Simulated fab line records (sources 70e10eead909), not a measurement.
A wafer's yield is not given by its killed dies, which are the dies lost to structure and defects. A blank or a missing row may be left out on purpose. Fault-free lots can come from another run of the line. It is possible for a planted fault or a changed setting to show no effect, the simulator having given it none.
fab line records | flow nand_harc
[record] lots = 5 wafers = 15 last_day = 33
route steps=1302 shown P_GATE@170 END@1302
lots untouched by any fault: they come from a run of this same line in which no faults occurred
start_h: start of the lot's first displayed wafer, in hours after the record's first day | wait_h: hours since the lot's step before | " as in the row above | L1.1+2: a row that stands for several wafers | - value missing, or start not given | * or withheld: withheld | < > ~ a bound
route shown NAME@n: a module of which the file shows steps, and the number in the route of the first | usual: the fault-free wafers' mean and standard deviation | same: alike in all rows | chamber/n: place in a boat | sites: per-site readings | _std_site: the standard deviation of these | _edge_site: outer sites' mean less inner sites' | radius_mm: how far each site lies from the wafer's centre | mask NAME#n: copy n | behind: the tool/chamber that last shaped the wafer | hold: what put the lot on hold/how long, in hours/how the hold closed | device: which transistor (n, p or np) failed to switch | end of line: the tests these same wafers got at the end of their route | for a step that has no rows: nothing shown but its recipe | killed: at the first sort, the dies lost to defects and structure; wafer yield is something else | map: a wafer's dies, x killed, . not, _ none there
set.NAME: the setting that was run; set.NAME@STEP: the one run at that earlier step | model.NAME: the simulator's own value behind a step, which no gauge read
a table for each step, a row for each wafer; lots at some steps of the route
services: from which hour (start_h, from the record's first day; less than 0 if before it) a tool's chamber was out of use, for how many hours, and why
[[steps]]
[step NHARC_P_GATE_CD_MEAS_46]
[recipe] target_cd_nm = 720 landing_energy_ev = 500
[usual] cd_nm = 720.6/1.4
// columns lot.wafer tool chamber start_h wait_h cd_nm
L619.1 cd_sem-01 0 125.71 - 720.1
L619.3 " 0 " " 718.6
L619.4 " 0 " " 720.8
L625.2 cd_sem-02 0 183.56 - 721.4
L625.4 " 0 " " 720.1
L625.5 " 0 " " 720.1
L629.1 cd_sem-01 0 220.78 - 720.2
L629.5 " 0 " " 723.2
L629.6 " 0 " " 721.6
L639.2 cd_sem-02 0 314.49 - 719.9
L639.3 " 0 " " 722.0
L639.6 " 0 " " 721.2
L641.1 cd_sem-03 0 336.27 - 723.2
L641.2 " 0 " " 722.7
L641.5 " 0 " " 721.5
[step NHARC_P_GATE_HARDBAKE_47]
[recipe] temp_c = 125 time_s = 80
[step NHARC_P_GATE_DESCUM_48]
[recipe] time_s = 3 o2_flow_sccm = 200 ar_flow_sccm = 0 bias_power_w = 0 chemistry = O2
[usual] chamber_pressure_mTorr = 60.00/0.056 drypump_motor_current_A = 5.6/0.5 oes_product_au = 1.004/0.0069 rf_vpp_V = 57.6/0.93 showerhead_plenum_p_Torr = 1.86/0.074 throttle_valve_pct = 11.312/0.0083
// columns lot.wafer tool chamber start_h wait_h chamber_pressure_mTorr drypump_motor_current_A oes_product_au rf_hours_counter_h rf_vpp_V showerhead_plenum_p_Torr throttle_valve_pct
L619.1 rie_diel-08 3 125.87 - 59.92 6.1 1.003 7.1 58.1 1.89 11.326
L619.4 " 0 " " 59.95 5.4 1.006 5.6 58.4 1.96 11.299
L619.3 " 2 " " 60.01 6.0 1.017 7.5 57.3 1.80 11.301
L625.4 rie_diel-06 2 183.72 - 59.96 5.0 1.008 4.6 56.7 1.96 11.309
L625.2 " 3 " " 60.03 5.5 0.995 1.3 57.3 1.79 11.315
L625.5 " 2 " " 59.98 5.0 0.998 - 59.2 1.96 11.299
L629.1 rie_diel-06 3 220.94 - 60.02 5.5 1.000 3.2 57.1 1.78 11.330
L629.5 " 3 " " 60.01 5.5 0.994 - 56.8 1.78 11.313
L629.6 " 0 " " 59.95 5.5 0.999 - 56.8 1.80 11.306
L639.3 rie_diel-08 2 314.64 - 59.93 6.0 1.002 7.7 58.2 1.80 11.312
L639.2 " 1 " " 60.03 5.4 1.001 8.0 58.4 2.00 11.311
L639.6 " 3 " " 60.02 6.2 1.013 - 56.8 1.89 11.312
L641.2 rie_diel-08 2 336.43 - 59.94 6.0 1.017 8.1 56.8 1.80 11.323
L641.1 " 3 " " 60.05 6.2 1.020 8.2 58.5 1.89 11.313
L641.5 " 2 " " 60.10 6.0 1.010 - 57.3 1.80 11.308
[step NHARC_P_GATE_IMPLANT_49]
[recipe] energy_kev = 30 dose_cm2 = 3e+15 tilt_deg = 7
[step NHARC_P_GATE_STRIP_111]
[recipe] power_w = 1500 temp_c = 110 time_s = 250 chemistry = N2/H2
[usual] drypump_motor_current_A = 5.8/0.39 heater_power_w = 84/12
// columns lot.wafer tool chamber start_h wait_h drypump_motor_current_A heater_power_w rf_hours_counter_h
L619.1 plasma_asher-01 0 126.28 0.2 5.7 90 27
L619.3 " 1 " " 5.7 71 -
L619.4 " 0 " " 5.7 90 -
L625.2 plasma_asher-02 0 184.09 0.2 5.2 104 21
L625.4 " 0 " " 5.2 105 -
L625.5 " 0 " " 5.2 105 -
L629.1 plasma_asher-01 0 221.31 0.2 5.7 88 8
L629.5 " 0 " " 5.7 86 -
L629.6 " 1 " " 5.7 70 -
L639.2 plasma_asher-01 1 315.06 0.2 5.7 70 29
L639.3 " 1 " " 5.7 69 -
L639.6 " 0 " " 5.7 85 -
L641.1 plasma_asher-01 0 337.07 0.2 5.7 82 33
L641.2 " 1 " " 5.7 70 33
L641.5 " 1 " " 5.7 70 -
[step NHARC_P_GATE_STRIP_75]
[recipe] power_w = 1500 temp_c = 250 chemistry = O2
[usual] drypump_motor_current_A = 5.8/0.38 heater_power_w = 316/45
// columns lot.wafer tool chamber start_h wait_h drypump_motor_current_A heater_power_w rf_hours_counter_h
L619.1 plasma_asher-01 0 126.55 0.2 5.7 330 28
L619.3 " 1 " " 5.8 264 -
L619.4 " 0 " " 5.7 332 -
L625.2 plasma_asher-02 0 184.38 0.2 5.2 384 22
L625.4 " 0 " " 5.2 386 -
L625.5 " 0 " " 5.2 384 -
L629.1 plasma_asher-01 0 221.62 0.3 5.7 313 8
L629.5 " 0 " " 5.7 323 -
L629.6 " 1 " " 5.7 256 -
L639.2 plasma_asher-01 1 315.32 0.2 5.7 260 29
L639.3 " 1 " " 5.7 260 -
L639.6 " 0 " " 5.7 326 -
L641.1 plasma_asher-01 0 337.37 0.3 5.7 316 33
L641.2 " 1 " " 5.7 257 33
L641.5 " 1 " " 5.7 254 -
[step NHARC_P_GATE_STRIP_50]
[recipe] time_s = 900 temp_c = 130 chemistry = SPM
[step NHARC_P_GATE_DEHYDRATE_51]
[recipe] temp_c = 150 time_s = 120
[step NHARC_P_GATE_HMDS_52]
[recipe] time_s = 30
[step NHARC_P_GATE_COAT_53]
[recipe] spin_rpm = 3000
[step NHARC_P_GATE_SOFTBAKE_54]
[recipe] temp_c = 122 time_s = 95
[step NHARC_P_GATE_EBR_55]
[step NHARC_P_GATE_EXPOSE_56]
[recipe] na = 0.6 target_cd_nm = 720 dose_mj = 14.81 mask_id = P_PSD
// columns lot.wafer tool chamber start_h wait_h mask
L619.1+3+4 krf_scanner-04 0 127.31 - P_PSD#0
L625.2+4+5 krf_scanner-02 0 185.04 - P_NSD#0
L629.1+5+6 krf_scanner-02 0 222.38 - P_PSD#0
L639.2+3+6 krf_scanner-02 0 316.09 - P_PSD#0
L641.1+2+5 krf_scanner-03 0 338.13 - P_PSD#0
[step NHARC_P_GATE_PEB_57]
[recipe] peb_temp_c = 118 peb_time_s = 85
[step NHARC_P_GATE_DEVELOP_58]
[recipe] time_s = 70
[step NHARC_P_GATE_CD_MEAS_59]
[recipe] target_cd_nm = 720 landing_energy_ev = 500
[usual] cd_nm = 719.9/1.2
// columns lot.wafer tool chamber start_h wait_h cd_nm
L619.1 cd_sem-03 0 127.48 - 721.3
L619.3 " 0 " " 720.3
L619.4 " 0 " " 719.8
L625.2 cd_sem-02 0 185.19 - -
L625.4 " 0 " " -
L625.5 " 0 " " -
L629.1 cd_sem-01 0 222.54 - 720.7
L629.5 " 0 " " 718.8
L629.6 " 0 " " 720.0
L639.2 cd_sem-01 0 316.25 - 718.5
L639.3 " 0 " " 720.5
L639.6 " 0 " " 720.3
L641.1 cd_sem-02 0 338.29 - 720.3
L641.2 " 0 " " 722.4
L641.5 " 0 " " 722.0
[step NHARC_P_GATE_HARDBAKE_60]
[recipe] temp_c = 125 time_s = 80
[step NHARC_END_SORT_01]
[recipe] temp_c = 25
[usual] killed_at_array = 58/15 killed_at_other = 0.8/1.2 killed_at_periphery = 3.5/2.5 killed_dies = 62/15 killed_open = 3.2/1.7 killed_short = 2.4/1.5
[same] gross_dies = 677
// columns lot.wafer tool chamber start_h wait_h killed_at_array killed_at_other killed_at_periphery killed_dies killed_open killed_short
L625.2 prober-02 0 644.93 2.8 64 2 611 677 3 5
L625.4 prober-02 0 646.54 3.4 54 0 623 677 3 2
L625.5 prober-02 0 647.34 3.7 58 0 619 677 3 3
// killed by level:class
L625.2 P_GATE:area_expose=607 A_CHANNEL_HOLE_D2:chamber_film_flake=32 A_CONTACT:chamber_film_flake=9 A_STAIRCASE:chamber_film_flake=8 A_SLIT:chamber_film_flake=3 P_ZERO_WELL:chamber_film_flake=2 A_CHANNEL_FILL_D2:chamber_film_flake=2 THIN_TSV:chamber_film_flake=2
L625.4 P_GATE:area_expose=618 A_CHANNEL_HOLE_D2:chamber_film_flake=32 A_CONTACT:chamber_film_flake=8 A_STAIRCASE:chamber_film_flake=6 P_ZERO_WELL:chamber_film_flake=3 A_SLIT:chamber_film_flake=3 P_M0:geometric_particle:open=2 A_CHANNEL_HOLE_D1:chamber_film_flake=2
L625.5 P_GATE:area_expose=611 A_CHANNEL_HOLE_D2:chamber_film_flake=31 A_STAIRCASE:chamber_film_flake=8 A_CHANNEL_HOLE_D1:chamber_film_flake=5 P_ZERO_WELL:chamber_film_flake=3 P_BONDPAD:chamber_film_flake=3 A_CONTACT:chamber_film_flake=3 A_M1:chamber_film_flake=3
// map L625.2 (x killed, . not)
____________x____________
_________xxxxxxx_________
_______xxxxxxxxxxx_______
______xxxxxxxxxxxxx______
_____xxxxxxxxxxxxxxx_____
____xxxxxxxxxxxxxxxxx____
____xxxxxxxxxxxxxxxxx____
___xxxxxxxxxxxxxxxxxxx___
___xxxxxxxxxxxxxxxxxxx___
__xxxxxxxxxxxxxxxxxxxxx__
__xxxxxxxxxxxxxxxxxxxxx__
_xxxxxxxxxxxxxxxxxxxxxxx_
_xxxxxxxxxxxxxxxxxxxxxxx_
_xxxxxxxxxxxxxxxxxxxxxxx_
_xxxxxxxxxxxxxxxxxxxxxxx_
_xxxxxxxxxxxxxxxxxxxxxxx_
xxxxxxxxxxxxxxxxxxxxxxxxx
xxxxxxxxxxxxxxxxxxxxxxxxx
xxxxxxxxxxxxxxxxxxxxxxxxx
xxxxxxxxxxxxxxxxxxxxxxxxx
xxxxxxxxxxxxxxxxxxxxxxxxx
_xxxxxxxxxxxxxxxxxxxxxxx_
_xxxxxxxxxxxxxxxxxxxxxxx_
_xxxxxxxxxxxxxxxxxxxxxxx_
_xxxxxxxxxxxxxxxxxxxxxxx_
_xxxxxxxxxxxxxxxxxxxxxxx_
__xxxxxxxxxxxxxxxxxxxxx__
__xxxxxxxxxxxxxxxxxxxxx__
___xxxxxxxxxxxxxxxxxxx___
___xxxxxxxxxxxxxxxxxxx___
____xxxxxxxxxxxxxxxxx____
____xxxxxxxxxxxxxxxxx____
_____xxxxxxxxxxxxxxx_____
______xxxxxxxxxxxxx______
_______xxxxxxxxxxx_______
_________xxxxxxx_________
____________x____________
// map L639.6 (x killed, . not)
____________.____________
_________......._________
_______..........._______
______.............______
_____..............._____
____.................____
____.................____
___.........xx.x.x....___
___.........x.xx......___
__.........x.x.x..x....__
__.........xx.xx.......__
_.........x.xxxx.x.x...._
_..........xxxxx.x......_
_.........xxxx.xx......._
_.........xxxxx........._
_.......x..x.xx........._
.............x..xx..x....
...x....x.x.x.x..........
x........................
x.......x................
................x........
_........x........xx...._
_......................._
_...........x..........._
_..........x............_
_......x.xx.x..........._
__........xxxx.........__
__.........x.x.........__
___...................___
___...................___
____.................____
____...........xx....____
_____..............._____
______.............______
_______..........._______
_________......._________
____________.____________
[[services]]
// columns tool chamber start_h hours kind
krf_scanner-02 - 102.59 6.0 repair
rie_diel-06 - 126.38 0.3 repair
rie_diel-06 - 130.20 9.0 pm
rie_diel-06 3 141.87 29.6 repair
krf_scanner-04 - 143.58 5.9 repair
krf_scanner-03 - 144.12 0.6 repair
plasma_asher-01 - 165.00 9.0 pm
plasma_asher-01 0 165.00 9.0 vent_cycle
plasma_asher-01 1 165.00 9.0 vent_cycle
krf_scanner-04 - 171.22 0.5 repair
plasma_asher-01 0 174.00 - clean
krf_scanner-04 - 182.00 4.0 pm
rie_diel-08 - 190.80 9.0 pm
rie_diel-08 1 205.62 5.8 repair
krf_scanner-03 - 232.11 0.2 repair
plasma_asher-02 - 249.00 9.0 pm
plasma_asher-01 - 256.81 1.9 repair
krf_scanner-02 - 266.00 4.0 pm
krf_scanner-03 - 269.40 0.7 repair
krf_scanner-03 - 297.12 0.1 repair
rie_diel-06 - 307.20 9.0 pm
rie_diel-08 - 310.86 0.7 repair
krf_scanner-03 - 318.07 0.3 repair
rie_diel-08 1 322.57 2.4 repair
[[key]]
[first_sign] step = NHARC_P_GATE_EXPOSE_56 reading = mask direction = changed
[effect] step = NHARC_P_GATE_CD_MEAS_59 reading = cd_nm direction = missing
[effect] step = NHARC_END_SORT_01 reading = killed_at_periphery direction = up sigmas = 99+ usual = 3.5 struck = 617.7
[more_kills_born_at] NHARC_P_GATE_EXPOSE_56@krf_scanner-02 = 1836
met_at NHARC_P_GATE_EXPOSE_56
struck_wafers L625.2,L625.4,L625.5
later_rows_left_out L625.2,L625.4,L625.5
tester_left_out L625
[fault] kind = wrong_mask tool = any chamber = - onset_h = 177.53 steps = NHARC_P_GATE_EXPOSE_56 aux_copy = P_NSD#0 scope = struck_lots_only
// tester_left_out: of these lots the tester's yield and bins aren't shown, on N5 and GAA mostly nor the transistor test; their killed dies are dies lost to structure and defects alone, not to doping, threshold or leakage, so they don't give the yield
// later_rows_left_out: the simulator's readings of these wafers behind a module that went badly wrong aren't trusted and aren't shown, but for the sort
